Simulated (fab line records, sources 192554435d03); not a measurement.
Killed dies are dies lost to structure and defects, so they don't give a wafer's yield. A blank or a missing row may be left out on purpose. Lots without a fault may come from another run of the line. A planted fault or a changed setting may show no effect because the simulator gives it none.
fab line records | flow n5_finfet
record lots=4 wafers=12 last_day=16
route steps=1938 shown SD_ACTIVATION@330 ILD0@335 SDB@347 MOL_CONTACT_COAG@558 BEOL_M4@1111 PASSIVATION@1936
lots that met no fault: from a run of the same line without faults
start_h: hours from the record's first day to the start of the lot's first wafer shown | wait_h: hours since the lot's step before | " the same as in the row above | L1.1+2: a row that stands for several wafers | - no value, or no start given | * or withheld: withheld | < > ~ a bound
route shown NAME@n: a module of which the file shows steps, and the number in the route of the first | usual: mean/standard deviation of fault-free wafers | same: alike in all rows | chamber/n: place in a boat | sites: the reading at each site | _std_site: their standard deviation | _edge_site: outer sites' mean less inner sites' | radius_mm: how far each site lies from the wafer's centre | mask NAME#n: copy n | behind: the tool/chamber that last shaped the wafer | hold: why the lot was held/for how many hours/how that ended | device: the transistor (n, p or np) that didn't switch | end of line: the same wafers' tests at the end of the route | a step without rows: its recipe alone | killed: dies lost to structure and defects at the first sort, not the wafer's yield | map: a wafer's dies, x killed, . not, _ none there
set.NAME: the setting as run; set.NAME@STEP: as run at that earlier step | model.NAME: the simulator's own value behind a step, which no gauge read
lots at some steps of the route; a table a step, a row a wafer
services: from which hour (start_h, from the record's first day; less than 0 if before it) a tool's chamber was out of use, for how many hours, and why
## steps
# step N5_SD_ACTIVATION_RTA_00
# recipe temp_c=975 time_s=0 ambient=N2 idle_temp_c=600 ramp_up_c_per_s=150 ramp_down_c_per_s=60 cool_to_c=600
# step N5_SD_ACTIVATION_LSA_01
# recipe temp_c=1080 time_s=0.0008 ambient=N2
# step N5_ILD0_LINER_00
# recipe material=SiNx target_thk_a=40 temp_c=400 ald_precursor_family=SiH2I2 ald_co_reactant=N2/H2-plasma pulse_time_s=1 purge_time_s=2 co_reactant_purge_time_s=2 ald_cycles=80 pressure_torr=2
# step N5_ILD0_FCVD_FILL_01
# recipe material=SiO2_flowable target_thk_a=2000 temp_c=100 pressure_torr=0.8 rf_w=2000 time_s=328.3
# step N5_ILD0_CURE_02
# recipe temp_c=450 time_s=1800 ambient=steam idle_temp_c=400 ramp_up_c_per_min=5 ramp_down_c_per_min=3 densification_p_h2o_torr=640
# step N5_ILD0_CMP_03
# recipe stop_on=SiNx t_overpolish_s=1.9 post_cmp_clean=alkaline_brush down_force_psi=4.1491 platen_rpm=51.796 pad_velocity_m_s=1.0306 target_thk_nm=197.38
# step N5_ILD0_CMP_07
# recipe stop_on=poly-Si material=SiO2_flowable t_overpolish_s=1.18 post_cmp_clean=alkaline_brush down_force_psi=4.1491 platen_rpm=51.796 pad_velocity_m_s=1.0306 target_thk_nm=138.88
# step N5_ILD0_PRECLEAN_10
# recipe chemistry=NF3:NH3 afs_cycles=5 time_s=20 temp_c=30 sublimation_temp_c=180 sublimation_time_s=60 pressure_torr=3 rf_power_w=30
# usual rf_power_w=30.00/0.11 sublimation_temp_c=180.00/0.15 time_s=20/0
# same sublimation_time_s=60
# columns lot.wafer tool chamber start_h wait_h rf_power_w sublimation_temp_c time_s model.SiO2_flowable_of_ILD0_FCVD_FILL_01.thk_nm
L350.1 remote_plasma-02 0 92.16 0.0 30.05 180.05 20 118.6
L350.5 " 0 " " 30.09 179.96 20 120.2
L350.6 " 0 " " 30.05 180.08 20 120.4
L356.3 remote_plasma-02 0 134.39 0.3 29.76 180.18 22.028 118.4
L356.4 " 0 " " 29.84 180.53 22.028 118.8
L356.5 " 0 " " 29.73 180.16 22.028 118.4
L357.1 remote_plasma-02 1 136.45 0.0 29.89 179.68 22.028 117.6
L357.4 " 1 " " 29.98 179.77 22.028 118.8
L357.5 " 1 " " 29.90 179.97 22.028 118.4
L364.3 remote_plasma-01 0 176.93 0.3 29.92 180.13 20 121
L364.4 " 0 " " 29.77 180.18 20 122
L364.6 " 0 " " 29.77 180.16 20 121
# step N5_ILD0_ALD_15
# recipe material=SiNx target_thk_a=240 temp_c=400 ald_precursor_family=SiH2I2 ald_co_reactant=N2/H2-plasma pulse_time_s=1 ald_cycles=480 purge_time_s=2 co_reactant_purge_time_s=2 pressure_torr=2
# step N5_ILD0_CMP_12
# recipe stop_on=poly-Si material=SiNx t_overpolish_s=6 post_cmp_clean=alkaline_brush down_force_psi=2.5 platen_rpm=51.8 pad_velocity_m_s=1.0307 target_thk_nm=17.67
# step N5_SDB_HM_DEP_00
# recipe material=SiNx target_thk_a=400 temp_c=400 precursor=SiH4/NH3/N2 pressure_torr=1.5 rf_w=300 time_s=35.3
# step N5_SDB_COAT_03
# recipe resist=SOC temp_c=250 time_s=60 spin_rpm=1500 resist_thk_nm=100
# step N5_SDB_COAT_04
# recipe resist=SiARC temp_c=220 time_s=60 spin_rpm=1500 resist_thk_nm=18
# step N5_SDB_COAT_05
# recipe resist=CAR-ArF spin_rpm=1500 resist_thk_nm=90
# step N5_SDB_EBR_07
# recipe solvent=PGMEA ebr_width_mm=1.5
# step N5_SDB_SOFTBAKE_06
# recipe temp_c=110 time_s=60 resist=CAR-ArF
# step N5_SDB_EXPOSE_08
# recipe mask_id=SDB na=1.35 source_shape=conventional sigma_outer=0.5 polarization=unpolarized dose_mj=49.6
# step N5_SDB_PEB_09
# recipe peb_temp_c=withheld peb_time_s=60 resist=CAR-ArF
# step N5_SDB_DEVELOP_10
# recipe develop_time_s=30 developer=TMAH resist=CAR-ArF rinse_liquid=diw dry=air_spin dev_temp_c=23
# step N5_SDB_DESCUM_16
# recipe chemistry=O2 time_s=7.9 source_power_w=50 bias_power_w=20 pressure_mtorr=20 rf_frequency_hz=2.712e+07 temp_c=40 resist=CAR-ArF o2_flow_sccm=225
# step N5_SDB_ETCH_17
# recipe chemistry=CF4 target=SiARC target_depth_a=234 mask_material=CAR-ArF time_s=39 ion_energy_ev=80 pressure_mtorr=40 source_w=545 bias_w=36 Ar_flow_sccm=100 cf4_flow_sccm=100 ends=cleared
# step N5_SDB_ETCH_18
# recipe chemistry=N2/H2 target=SOC target_depth_a=1000 overetch_a=200 mask_material=SiARC temp_c=40 time_s=150 ion_energy_ev=200 pressure_mtorr=30 source_w=840 bias_w=150 n2_flow_sccm=200 h2_flow_sccm=200
# step N5_SDB_STRIP_19
# recipe chemistry=N2/H2 temp_c=40 n2_flow_sccm=200 h2_flow_sccm=200 rf_frequency_hz=6e+07
# step N5_SDB_STRIP_21
# recipe chemistry=CF4 resist=SiARC power_w=300 bias_power_w=75 pressure_mtorr=50 cf4_flow_sccm=150 rf_frequency_hz=6e+07
# step N5_SDB_HM_OPEN_20
# recipe chemistry=CH3F/O2 target=SiNx mask_material=SOC target_depth_a=240 stop_on=poly-Si over_etch_frac=0.4 ion_energy_ev=120 pressure_mtorr=30 source_w=395 bias_w=73 Ar_flow_sccm=150 CH3F_flow_sccm=30 O2_flow_sccm=20
# step N5_SDB_STRIP_22
# recipe chemistry=N2/H2 power_w=1000 temp_c=250 h2_frac=0.65 overash_fraction=0.3 pressure_mtorr=withheld n2_flow_sccm=1750 h2_flow_sccm=3250
# step N5_SDB_PRECLEAN_23
# recipe chemistry=dHF time_s=30 temp_c=25 dilution=withheld
# step N5_SDB_DUMMY_REMOVE_24
# recipe chemistry=TMAH temp_c=70 target=poly-Si stop_on=SiO2 target_depth_nm=142 conc_wt_pct=5 time_s=57 dry=ipa_marangoni rinse_time_s=30 rinse_temp_c=23
# step N5_SDB_ETCH_25
# recipe chemistry=C4F6/O2 target=SiO2 target_depth_a=100 time_s=3.3 ion_energy_ev=250 mask_material=SiNx pressure_mtorr=30 source_w=345 bias_w=185 Ar_flow_sccm=300 C4F6_flow_sccm=10 O2_flow_sccm=10
# step N5_SDB_CUT_ETCH_26
# recipe chemistry=HBr/Cl2/O2 target=Si target_depth_a=1296 bt_time_s=20 mask_material=SiNx time_s=51.8 ion_energy_ev=* bias_w=* pressure_mtorr=10 icp_w=800 HBr_flow_sccm=150 Cl2_flow_sccm=80 O2_flow_sccm=12
# step N5_SDB_PRECLEAN_38
# recipe chemistry=dHF time_s=10 dilution=750:1 temp_c=25
# step N5_SDB_PRECLEAN_39
# recipe chemistry=O3/DIW time_s=45 temp_c=22 o3_ppm=10
# step N5_MOL_CONTACT_COAG_WET_ETCH_116
# recipe chemistry=SC1-inhibited target_depth_nm=4.6 dry=ipa_marangoni rinse_time_s=30 rinse_temp_c=23
# same rinse_time_s=30
# columns lot.wafer tool chamber start_h wait_h model.SiO2_flowable_of_ILD0_FCVD_FILL_01.thk_nm
L350.1 wet_bench-01 3 129.42 0.0 110.6
L350.5 " 7 " " 112
L350.6 " 1 " " 112.2
L356.3+5 wet_bench-05 4,2 164.73 0.0 110.4
L356.4 " 7 " " 110.8
L357.1 wet_bench-05 5 171.67 0.0 109.6
L357.4 " 0 " " 110.6
L357.5 " 6 " " 110.2
L364.3+6 wet_bench-04 2,0 211.38 0.0 112.8
L364.4 " 1 " " 113.6
# step N5_BEOL_M4_RC_MEAS_101
# usual DIBL_N=36.9/1.6 DIBL_P=37.1/2 IOFF_N=0.17/0.032 IOFF_P=0.22/0.036 ION_N=674/12 ION_P=463/7.8 SS_N=71.7/0.63 SS_P=73.5/0.62 VT_N=249/3.3 VT_P=-250/3.5
# columns lot.wafer tool chamber start_h wait_h DIBL_N[mV/V] DIBL_P[mV/V] IOFF_N[nA/um] IOFF_P[nA/um] ION_N[uA/um] ION_P[uA/um] SS_N[mV/dec] SS_P[mV/dec] VT_N[mV] VT_P[mV]
L350.1 prober-02 0 206.32 0.0 37.7 38.3 0.19 0.24 686 463 71.1 74.2 247 -250
L350.5 " 0 " " 35.9 35.9 0.16 0.21 676 463 70.7 73.8 248 -252
L350.6 " 0 " " 33.4 32.8 0.11 0.16 653 448 70.3 72.0 254 -253
L356.3 prober-02 0 240.48 0.3 41.2 39.6 0.22 0.23 674 461 72.6 74.1 248 -253
L356.4 " 0 " " 38.2 36.8 0.14 0.18 659 447 72.0 74.3 253 -256
L356.5 " 0 " " 39.8 39.5 0.19 0.23 673 456 72.3 74.1 247 -250
L357.1 prober-01 0 249.56 0.0 33.5 35.4 0.12 0.16 651 442 71.2 72.7 253 -258
L357.4 " 0 " " 38.0 41.7 0.21 0.25 690 473 72.3 74.5 248 -252
L357.5 " 0 " " 35.7 36.1 0.14 0.17 660 449 71.8 73.1 256 -256
L364.3 prober-01 0 281.28 0.4 36.8 34.9 0.15 0.21 691 471 71.0 73.9 250 -248
L364.4 " 0 " " 37.9 35.1 0.17 0.23 678 464 71.5 73.2 249 -247
L364.6 " 0 " " 40.2 38.7 0.22 0.30 690 477 72.4 74.6 245 -244
# step N5_PASSIVATION_PROBE_49
# usual defect_limited_yield=90.9/1.6 killed_at_M0_to_M3=34/11 killed_at_M4_up=14/5.7 killed_at_contacts=13/6.5 killed_at_front_end=43/11 killed_at_other=4/3.1 killed_dies=107/19 killed_open=71/14 killed_short=35/7.9 sort_bin_5_function=5.3/1.1 sort_bin_6_memory=3.4/0.74 sort_n_pass=1073/19 sort_yield_pct=90.9/1.6
# same gross_dies=1180 killed_at_back_side=0 sort_bin_4_leakage[%]=0 sort_bin_8_speed[%]=0
# columns lot.wafer tool chamber start_h wait_h defect_limited_yield[%] killed_at_M0_to_M3 killed_at_M4_up killed_at_contacts killed_at_front_end killed_at_other killed_dies killed_open killed_short sort_bin_5_function[%] sort_bin_6_memory[%] sort_n_pass sort_yield_pct[%]
L357.1 prober-01 - 347.63 0.0 92.5 32 6 5 43 3 89 54 34 3.4 3.8 1091 92.5
# killed by level:class
L357.1 DUMMY_GATE:geometric_particle:open=10 STI_FIN_REVEAL:geometric_particle:open=8 BEOL_M0_SAQP:geometric_particle:short=8 BEOL_M0_SAQP:geometric_particle:open=7 FIN_SAQP:geometric_particle:short=6 BEOL_M3:geometric_particle:open=5 FIN_SAQP:geometric_particle:open=4 BEOL_M1:geometric_particle:short=4
## services
# columns tool chamber start_h hours kind
remote_plasma-01 - 71.81 2.6 repair
remote_plasma-02 - 73.90 1.0 repair
wet_bench-01 - 200.17 0.6 repair
## key
first_sign step=N5_ILD0_PRECLEAN_10 reading=time_s direction=up sigmas=99+ usual=* struck=*
effect none on later readings
model_effect step=N5_ILD0_PRECLEAN_10 value=SiO2_flowable_of_ILD0_FCVD_FILL_01.thk_nm without=119.9 struck=118.4
model_effect step=N5_MOL_CONTACT_COAG_WET_ETCH_116 value=SiO2_flowable_of_ILD0_FCVD_FILL_01.thk_nm without=111.7 struck=110.3
met_at N5_ILD0_PRECLEAN_10
struck_wafers L356.3,L356.4,L356.5,L357.1,L357.4,L357.5
onset_between 92.16 134.39
fault kind=process_parameter_drift tool=remote_plasma-02 chamber=- onset_h=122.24 steps=N5_ILD0_PRECLEAN_10 channel=time_s offset=* shape=step end_h=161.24 acts_in=* stated=*
